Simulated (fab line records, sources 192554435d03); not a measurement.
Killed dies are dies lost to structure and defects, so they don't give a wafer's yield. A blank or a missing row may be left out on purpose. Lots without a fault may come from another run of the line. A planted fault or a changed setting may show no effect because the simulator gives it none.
Which tool did it? | flow n5_finfet | 23 lots, 69 wafers sampled, at 6 steps of a route of 1938

WHAT THE GAUGES READ, wafer by wafer
N5_SDB_INSPECT_13: inspects for defects (brightfield). Usual: raw_defect_count 79, standard deviation 37.
lot  | measured    | on                | raw_defect_count | flag
L074 | day 3 17:36 | defect_inspect-01 | 36 64 76         |
L075 | day 4 00:08 | defect_inspect-01 | 67 105 110       |
L076 | day 4 09:11 | defect_inspect-02 | 57 128 155       |
L077 | day 4 11:43 | defect_inspect-02 | 56 118 32        |
L078 | day 4 18:29 | defect_inspect-02 | 155 71 53        |
L079 | day 4 23:13 | defect_inspect-02 | 68 85 216        |
L080 | day 5 05:19 | defect_inspect-01 | 69 75 88         |
L081 | day 5 13:37 | defect_inspect-02 | 85 127 118       |
L082 | day 5 20:00 | defect_inspect-01 | 35 36 61         |
L083 | day 6 03:44 | defect_inspect-01 | 118 61 67        |
L084 | day 6 10:15 | defect_inspect-01 | 53 50 29         |
L085 | day 6 16:47 | defect_inspect-02 | 79 36 58         |
L086 | day 6 23:34 | defect_inspect-02 | 119 178 97       |
L087 | day 7 05:59 | defect_inspect-02 | 23 41 45         |
L088 | day 7 09:17 | defect_inspect-02 | 58 42 63         |
L089 | day 7 16:52 | defect_inspect-01 | 68 107 129       |
L090 | day 7 17:28 | defect_inspect-01 | 105 47 66        |
L091 | day 8 05:01 | defect_inspect-02 | 69 102 77        |
L092 | day 8 08:32 | defect_inspect-02 | 53 84 43         |
L093 | day 8 16:54 | defect_inspect-02 | 26 26 40         |
L095 | day 9 01:31 | defect_inspect-02 | 60 84 98         |
L096 | day 9 06:31 | defect_inspect-02 | 60 54 66         |
L097 | day 9 17:47 | defect_inspect-02 | 45 75 84         |

N5_SDB_INSPECT_36: inspects for defects (darkfield). Usual: raw_defect_count 38, standard deviation 15.
lot  | measured    | on                | raw_defect_count | flag
L074 | day 3 21:32 | defect_inspect-02 | 41 20 32         |
L075 | day 4 04:03 | defect_inspect-01 | 40 30 76         |
L076 | day 4 13:32 | defect_inspect-01 | 13 25 20         |
L077 | day 4 15:36 | defect_inspect-02 | 43 33 33         |
L078 | day 4 22:34 | defect_inspect-01 | 24 36 29         |
L079 | day 5 04:09 | defect_inspect-01 | 25 36 32         |
L080 | day 5 09:31 | defect_inspect-02 | 23 29 30         |
L081 | day 5 17:30 | defect_inspect-02 | 27 45 59         |
L082 | day 6 01:19 | defect_inspect-02 | 32 38 54         |
L083 | day 6 07:41 | defect_inspect-01 | 63 57 48         |
L084 | day 6 14:13 | defect_inspect-01 | 29 47 27         |
L085 | day 6 20:53 | defect_inspect-02 | 44 75 71         |
L086 | day 7 03:26 | defect_inspect-01 | 35 29 19         |
L087 | day 7 10:29 | defect_inspect-02 | 14 13 23         |
L088 | day 7 13:11 | defect_inspect-02 | 71 45 35         |
L089 | day 7 20:46 | defect_inspect-01 | 28 47 35         |
L090 | day 7 22:26 | defect_inspect-01 | 37 30 40         |
L091 | day 8 08:56 | defect_inspect-02 | 49 29 32         |
L092 | day 8 12:49 | defect_inspect-02 | 58 44 61         |
L093 | day 8 20:50 | defect_inspect-02 | 36 35 35         |
L095 | day 9 05:28 | defect_inspect-02 | 48 76 65         |
L096 | day 9 10:33 | defect_inspect-02 | 43 27 13         |
L097 | day 9 21:40 | defect_inspect-01 | 61 68 47         |

WHICH TOOL RAN EACH LOT (tool, then ch and the chambers of the sampled wafers, then the start)
lot  | N5_SD_EPI_N_ETCH_35               | N5_SD_EPI_N_ETCHBACK_44           | N5_ILD0_CMP_03               | N5_SDB_ETCH_18
L074 | rie_diel-04 ch 1,2,3, day 3 01:35 | rie_diel-04 ch 1,2,3, day 3 01:55 | cmp-02 ch 0,2, day 3 13:10   | rie_diel-01 ch 0,2,3, day 3 17:43
L075 | rie_diel-04 ch 0,1, day 3 08:13   | rie_diel-04 ch 0,1, day 3 08:32   | cmp-01 ch 1,2, day 3 19:35   | rie_diel-06 ch 2,3, day 4 00:14
L076 | rie_diel-04 ch 0,3, day 3 16:59   | rie_diel-04 ch 0,3, day 3 17:18   | cmp-03 ch 2,3, day 4 04:47   | rie_diel-01 ch 0,1,3, day 4 09:45
L077 | rie_diel-04 ch 1,2,3, day 3 18:47 | rie_diel-04 ch 1,2,3, day 3 19:07 | cmp-01 ch 0,3, day 4 06:32   | rie_diel-01 ch 0,2,3, day 4 11:49
L078 | rie_diel-01 ch 0,2, day 4 02:04   | rie_diel-01 ch 0,2, day 4 02:23   | cmp-03 ch 0,2, day 4 13:39   | rie_diel-06 ch 0,2,3, day 4 18:35
L079 | rie_diel-06 ch 0,2,3, day 4 06:32 | rie_diel-06 ch 0,2,3, day 4 06:51 | cmp-01 ch 0,2,3, day 4 18:26 | rie_diel-04 ch 0,1,3, day 4 23:19
L080 | rie_diel-01 ch 0,1,2, day 4 12:14 | rie_diel-01 ch 0,1,2, day 4 12:34 | cmp-03 ch 1,2,3, day 5 00:48 | rie_diel-01 ch 1,2, day 5 05:26
L081 | rie_diel-01 ch 1,2,3, day 4 18:49 | rie_diel-01 ch 1,2,3, day 4 19:08 | cmp-03 ch 0,1,3, day 5 08:24 | rie_diel-01 ch 1,2,3, day 5 13:43
L082 | rie_diel-04 ch 1,3, day 5 02:49   | rie_diel-04 ch 1,3, day 5 03:08   | cmp-03 ch 0,2,3, day 5 15:37 | rie_diel-01 ch 2,3, day 5 21:01
L083 | rie_diel-06 ch 0,3, day 5 11:04   | rie_diel-06 ch 0,3, day 5 11:23   | cmp-03 ch 0,2,3, day 5 23:17 | rie_diel-06 ch 0,3, day 6 03:51
L084 | rie_diel-04 ch 1,3, day 5 17:33   | rie_diel-04 ch 1,3, day 5 17:52   | cmp-03 ch 0,1, day 6 05:38   | rie_diel-01 ch 0,1,3, day 6 10:26
L085 | rie_diel-01 ch 2,3, day 5 23:02   | rie_diel-01 ch 2,3, day 5 23:25   | cmp-01 ch 0,2,3, day 6 12:26 | rie_diel-01 ch 0,2, day 6 17:06
L086 | rie_diel-04 ch 1,2,3, day 6 06:49 | rie_diel-04 ch 1,2,3, day 6 07:08 | cmp-01 ch 1,3, day 6 18:23   | rie_diel-04 ch 0,2, day 6 23:40
L087 | rie_diel-04 ch 0,2, day 6 12:33   | rie_diel-04 ch 0,2, day 6 12:53   | cmp-03 ch 0,2,3, day 7 00:50 | rie_diel-01 ch 1,3, day 7 06:40
L088 | rie_diel-01 ch 0,3, day 6 16:11   | rie_diel-01 ch 0,3, day 6 16:31   | cmp-03 ch 0,2,3, day 7 04:58 | rie_diel-01 ch 0,2,3, day 7 09:24
L089 | rie_diel-04 ch 0,1,2, day 7 00:20 | rie_diel-04 ch 0,1,2, day 7 00:40 | cmp-02 ch 1,2,3, day 7 12:38 | rie_diel-01 ch 0,1,2, day 7 16:58
L090 | rie_diel-01 ch 1,2,3, day 7 00:47 | rie_diel-01 ch 1,2,3, day 7 01:07 | cmp-03 ch 1,2, day 7 13:05   | rie_diel-06 ch 1,2,3, day 7 17:39
L091 | rie_diel-01 ch 0,1,2, day 7 12:02 | rie_diel-01 ch 0,1,2, day 7 12:22 | cmp-03 ch 0,1,2, day 8 00:23 | rie_diel-06 ch 1,2, day 8 05:10
L092 | rie_diel-06 ch 1,3, day 7 13:26   | rie_diel-06 ch 1,3, day 7 13:46   | cmp-01 ch 0,1,2, day 8 04:18 | rie_diel-06 ch 1,3, day 8 09:00
L093 | rie_diel-01 ch 0,2, day 7 23:44   | rie_diel-01 ch 0,2, day 8 00:03   | cmp-01 ch 1,2,3, day 8 12:19 | rie_diel-04 ch 0,1,3, day 8 17:01
L095 | rie_diel-01 ch 0,1,2, day 8 09:15 | rie_diel-01 ch 0,1,2, day 8 09:35 | cmp-02 ch 0,1,2, day 8 21:16 | rie_diel-04 ch 0,1,3, day 9 01:37
L096 | rie_diel-06 ch 0,2,3, day 8 13:03 | rie_diel-06 ch 0,2,3, day 8 13:23 | cmp-01 ch 0,2,3, day 9 02:08 | rie_diel-01 ch 0,2, day 9 06:45
L097 | rie_diel-01 ch 0,2, day 8 23:13   | rie_diel-01 ch 0,2, day 8 23:33   | cmp-01 ch 0,2,3, day 9 13:23 | rie_diel-04 ch 0,2,3, day 9 17:54
- N5_SD_EPI_N_ETCH_35: etches SOC in N2/H2, overetch 108 nm, time 486 s.
- N5_SD_EPI_N_ETCHBACK_44: etches SiNx in CH3F/O2, stops on SiO2, target depth 14.5 nm.
- N5_ILD0_CMP_03: polishes, stops on SiNx, t overpolish 1.9 s, target thk 197.38 nm.
- N5_SDB_ETCH_18: etches SOC in N2/H2, target depth 100 nm, overetch 20 nm, time 150 s.

WHAT THE TOOLS THEMSELVES READ (means of the sampled wafers that have a number; where no wafer has one, the mark that the record gives instead)
N5_SD_EPI_N_ETCH_35. Usual: bias_w 133.0 W, standard deviation 0.35; drypump_motor_current_A 5.7 A, standard deviation 0.36; oes_product_au 0.71 a.u., standard deviation 0.077; rf_vpp_V 241.5 V, standard deviation 1.3; showerhead_plenum_p_Torr 2.60 Torr, standard deviation 0.08; throttle_valve_pct 23.61 %, standard deviation 0.26.
lot  | tool        | bias_w (W) | drypump_motor_current_A (A) | oes_product_au (a.u.) | rf_vpp_V (V) | showerhead_plenum_p_Torr (Torr) | throttle_valve_pct (%) | flag
L074 | rie_diel-04 | 133.1      | 5.9                         | 0.66                  | 241.9        | 2.59                            | 23.79                  |
L075 | rie_diel-04 | 133.4      | 6.2                         | 0.66                  | 241.7        | 2.63                            | 23.88                  |
L076 | rie_diel-04 | 132.6      | 5.9                         | 0.62                  | 240.9        | 2.60                            | 23.74                  |
L077 | rie_diel-04 | 133.1      | 5.9                         | 0.67                  | 241.3        | 2.58                            | 23.81                  |
L078 | rie_diel-01 | 133.0      | 5.9                         | 0.67                  | 241.1        | 2.49                            | 23.39                  |
L079 | rie_diel-06 | 133.0      | 5.3                         | 0.64                  | 240.8        | 2.55                            | 23.42                  |
L080 | rie_diel-01 | 133.1      | 5.7                         | 0.69                  | 241.2        | 2.57                            | 23.53                  |
L081 | rie_diel-01 | 132.8      | 5.5                         | 0.76                  | 242.3        | 2.64                            | 23.55                  |
L082 | rie_diel-04 | 132.9      | 6.0                         | 0.66                  | 242.0        | 2.62                            | 23.83                  |
L083 | rie_diel-06 | 133.3      | 5.0                         | 0.65                  | 240.0        | 2.47                            | 23.31                  |
L084 | rie_diel-04 | 133.3      | 5.7                         | 0.63                  | 242.5        | 2.61                            | 23.72                  |
L085 | rie_diel-01 | 133.0      | 5.7                         | 0.78                  | 242.8        | 2.66                            | 23.43                  |
L086 | rie_diel-04 | 133.0      | 5.9                         | 0.65                  | 240.9        | 2.57                            | 23.84                  |
L087 | rie_diel-04 | 132.6      | 6.0                         | 0.73                  | 241.4        | 2.54                            | 23.75                  |
L088 | rie_diel-01 | 132.8      | 5.4                         | 0.81                  | 241.9        | 2.62                            | 23.38                  |
L089 | rie_diel-04 | 133.4      | 6.1                         | 0.72                  | 241.5        | 2.58                            | 23.76                  |
L090 | rie_diel-01 | 133.0      | 5.5                         | 0.74                  | 242.4        | 2.63                            | 23.57                  |
L091 | rie_diel-01 | 132.9      | 5.7                         | 0.75                  | 243.0        | 2.67                            | 23.50                  |
L092 | rie_diel-06 | 133.1      | 5.4                         | 0.71                  | 241.4        | 2.51                            | 23.63                  |
L093 | rie_diel-01 | 132.6      | 5.9                         | 0.77                  | 242.1        | 2.69                            | 23.36                  |
L095 | rie_diel-01 | 133.0      | 5.7                         | 0.73                  | 241.8        | 2.67                            | 23.50                  |
L096 | rie_diel-06 | 133.2      | 5.2                         | 0.70                  | 241.4        | 2.53                            | 23.33                  |
L097 | rie_diel-01 | 132.7      | 5.9                         | 0.77                  | 243.0        | 2.70                            | 23.31                  |

N5_SD_EPI_N_ETCHBACK_44. Usual: bias_w 72.99 W, standard deviation 0.2; drypump_motor_current_A 5.7 A, standard deviation 0.36; oes_product_au 0.67 a.u., standard deviation 0.073; rf_vpp_V 298 V, standard deviation 6.7; showerhead_plenum_p_Torr 2.05 Torr, standard deviation 0.059; throttle_valve_pct 16.25 %, standard deviation 0.28.
lot  | tool        | bias_w (W) | drypump_motor_current_A (A) | oes_product_au (a.u.) | rf_vpp_V (V) | showerhead_plenum_p_Torr (Torr) | throttle_valve_pct (%) | flag
L074 | rie_diel-04 | 73.22      | 5.9                         | 0.64                  | 304          | 2.06                            | 16.47                  |
L075 | rie_diel-04 | 72.99      | 6.2                         | 0.63                  | 298          | 2.08                            | 16.55                  |
L076 | rie_diel-04 | 72.91      | 5.9                         | 0.59                  | 305          | 2.06                            | 16.27                  |
L077 | rie_diel-04 | 73.11      | 5.9                         | 0.63                  | 305          | 2.06                            | 16.49                  |
L078 | rie_diel-01 | 72.93      | 5.9                         | 0.64                  | 293          | 1.97                            | 16.15                  |
L079 | rie_diel-06 | 72.91      | 5.2                         | 0.61                  | 296          | 2.00                            | 16.19                  |
L080 | rie_diel-01 | 72.96      | 5.7                         | 0.66                  | 294          | 2.03                            | 16.22                  |
L081 | rie_diel-01 | 73.07      | 5.5                         | 0.72                  | 292          | 2.08                            | 16.13                  |
L082 | rie_diel-04 | 72.84      | 6.0                         | 0.63                  | 302          | 2.08                            | 16.62                  |
L083 | rie_diel-06 | 72.96      | 5.0                         | 0.62                  | 299          | 1.95                            | 16.25                  |
L084 | rie_diel-04 | 73.07      | 5.7                         | 0.61                  | 308          | 2.07                            | 16.50                  |
L085 | rie_diel-01 | 72.98      | 5.7                         | 0.74                  | 291          | 2.08                            | 15.96                  |
L086 | rie_diel-04 | 73.11      | 5.9                         | 0.62                  | 304          | 2.05                            | 16.54                  |
L087 | rie_diel-04 | 72.85      | 6.0                         | 0.70                  | 301          | 2.02                            | 16.21                  |
L088 | rie_diel-01 | 72.90      | 5.5                         | 0.77                  | 290          | 2.08                            | 15.99                  |
L089 | rie_diel-04 | 72.95      | 6.1                         | 0.69                  | 299          | 2.04                            | 16.34                  |
L090 | rie_diel-01 | 73.01      | 5.5                         | 0.70                  | 292          | 2.08                            | 16.16                  |
L091 | rie_diel-01 | 73.02      | 5.7                         | 0.71                  | 296          | 2.11                            | 16.10                  |
L092 | rie_diel-06 | 73.08      | 5.3                         | 0.68                  | 299          | 1.98                            | 16.39                  |
L093 | rie_diel-01 | 72.82      | 5.9                         | 0.73                  | 294          | 2.12                            | 15.94                  |
L095 | rie_diel-01 | 72.89      | 5.7                         | 0.70                  | 296          | 2.10                            | 16.13                  |
L096 | rie_diel-06 | 73.12      | 5.2                         | 0.67                  | 295          | 1.99                            | 16.09                  |
L097 | rie_diel-01 | 72.99      | 5.9                         | 0.73                  | 295          | 2.12                            | 15.92                  |

N5_ILD0_CMP_03. Usual: motor_current_A 12.6 A, standard deviation 0.8; overpolish_run_s 1.899 s, standard deviation 0.0093; pad_life_wafers 1184, standard deviation 550; time_to_endpoint_s 73 s, standard deviation 4.
lot  | tool   | motor_current_A (A) | overpolish_run_s (s) | pad_life_wafers | time_to_endpoint_s (s) | flag
L074 | cmp-02 | 13.1                | 1.897                | 1627            | 75                     |
L075 | cmp-01 | 11.7                | 1.904                | 954             | 72                     |
L076 | cmp-03 | 12.9                | 1.907                | 758             | 69                     |
L077 | cmp-01 | 12.2                | 1.909                | 1021            | 73                     |
L078 | cmp-03 | 12.8                | 1.902                | 824             | 73                     |
L079 | cmp-01 | 12.3                | 1.898                | 1105            | 70                     |
L080 | cmp-03 | 12.9                | 1.906                | 884             | 71                     |
L081 | cmp-03 | 12.6                | 1.896                | 937             | 74                     |
L082 | cmp-03 | 13.3                | 1.902                | 1011            | 74                     |
L083 | cmp-03 | 13.2                | 1.899                | 1124            | 78                     |
L084 | cmp-03 | 13.0                | 1.907                | 1188            | 75                     |
L085 | cmp-01 | 12.3                | 1.909                | 1514            | 69                     |
L086 | cmp-01 | 13.1                | 1.896                | 1615            | 69                     |
L087 | cmp-03 | 13.4                | 1.894                | 1298            | 76                     |
L088 | cmp-03 | 13.1                | 1.904                | 1328            | 76                     |
L089 | cmp-02 | 12.4                | 1.902                | 2048            | 78                     |
L090 | cmp-03 | 12.9                | 1.903                | 1399            | 72                     |
L091 | cmp-03 | 12.7                | 1.892                | 1496            | 78                     |
L092 | cmp-01 | 11.7                | 1.904                | 1934            | 75                     |
L093 | cmp-01 | 12.0                | 1.896                | 1982            | 77                     |
L095 | cmp-02 | 12.4                | 1.897                | 152             | 69                     |
L096 | cmp-01 | 12.7                | 1.899                | 68              | 67                     |
L097 | cmp-01 | 12.4                | 1.898                | 151             | 68                     |

N5_SDB_ETCH_18. Usual: bias_w 150.0 W, standard deviation 0.45; drypump_motor_current_A 5.6 A, standard deviation 0.37; oes_product_au 0.72 a.u., standard deviation 0.081; rf_vpp_V 525.6 V, standard deviation 2.4; showerhead_plenum_p_Torr 2.60 Torr, standard deviation 0.082; throttle_valve_pct 17.63 %, standard deviation 0.26.
lot  | tool        | bias_w (W) | drypump_motor_current_A (A) | oes_product_au (a.u.) | rf_vpp_V (V) | showerhead_plenum_p_Torr (Torr) | throttle_valve_pct (%) | flag
L074 | rie_diel-01 | 150.1      | 5.7                         | 0.75                  | 524.1        | 2.56                            | 17.49                  |
L075 | rie_diel-06 | 149.9      | 5.2                         | 0.65                  | 522.3        | 2.49                            | 17.68                  |
L076 | rie_diel-01 | 150.1      | 5.5                         | 0.70                  | 523.9        | 2.54                            | 17.65                  |
L077 | rie_diel-01 | 150.4      | 5.7                         | 0.74                  | 523.7        | 2.56                            | 17.51                  |
L078 | rie_diel-06 | 150.0      | 5.2                         | 0.64                  | 523.6        | 2.55                            | 17.60                  |
L079 | rie_diel-04 | 149.7      | 6.0                         | 0.64                  | 526.5        | 2.61                            | 17.85                  |
L080 | rie_diel-01 | 150.3      | 5.5                         | 0.71                  | 526.2        | 2.65                            | 17.75                  |
L081 | rie_diel-01 | 150.2      | 5.5                         | 0.75                  | 527.2        | 2.64                            | 17.61                  |
L082 | rie_diel-01 | 150.0      | 5.7                         | 0.77                  | 526.5        | 2.66                            | 17.48                  |
L083 | rie_diel-06 | 149.7      | 5.1                         | 0.64                  | 523.5        | 2.53                            | 17.50                  |
L084 | rie_diel-01 | 149.9      | 5.5                         | 0.77                  | 526.7        | 2.64                            | 17.53                  |
L085 | rie_diel-01 | 150.1      | 5.9                         | 0.82                  | 528.7        | 2.71                            | 17.32                  |
L086 | rie_diel-04 | 149.9      | 6.1                         | 0.79                  | 523.9        | 2.57                            | 17.51                  |
L087 | rie_diel-01 | 150.0      | 5.3                         | 0.70                  | 526.1        | 2.61                            | 17.76                  |
L088 | rie_diel-01 | 149.5      | 5.7                         | 0.79                  | 527.0        | 2.66                            | 17.42                  |
L089 | rie_diel-01 | 150.0      | 5.7                         | 0.74                  | 527.8        | 2.67                            | 17.57                  |
L090 | rie_diel-06 | 150.5      | 5.4                         | 0.66                  | 523.8        | 2.53                            | 17.76                  |
L091 | rie_diel-06 | 150.4      | 5.6                         | 0.69                  | 524.6        | 2.58                            | 17.80                  |
L092 | rie_diel-06 | 149.9      | 5.4                         | 0.70                  | 523.3        | 2.51                            | 17.77                  |
L093 | rie_diel-04 | 150.2      | 5.9                         | 0.76                  | 526.1        | 2.60                            | 17.57                  |
L095 | rie_diel-04 | 150.2      | 5.9                         | 0.76                  | 525.2        | 2.60                            | 17.57                  |
L096 | rie_diel-01 | 149.7      | 5.9                         | 0.75                  | 528.0        | 2.69                            | 17.46                  |
L097 | rie_diel-04 | 149.6      | 5.8                         | 0.75                  | 524.6        | 2.56                            | 17.51                  |

THE ANSWER, worked out from the rows above alone
Rule: a lot is off if the mean of its wafers that have a number lies more than 3 standard deviations from the usual mean. A lot without any number at a reading at which 4 lots or more have one is off too. The other lots that the step has rows for count as sound. The gauges are gone through in route order, then the tools' own readings, and for those a lot's mean is taken as printed above. The first step at which some lot is off is used, and at that step the reading that is off furthest; a lot without a number counts as furthest.
No lot is off at any reading shown: from this, nothing can be told.

WHAT THE SIMULATOR HAD PUT IN
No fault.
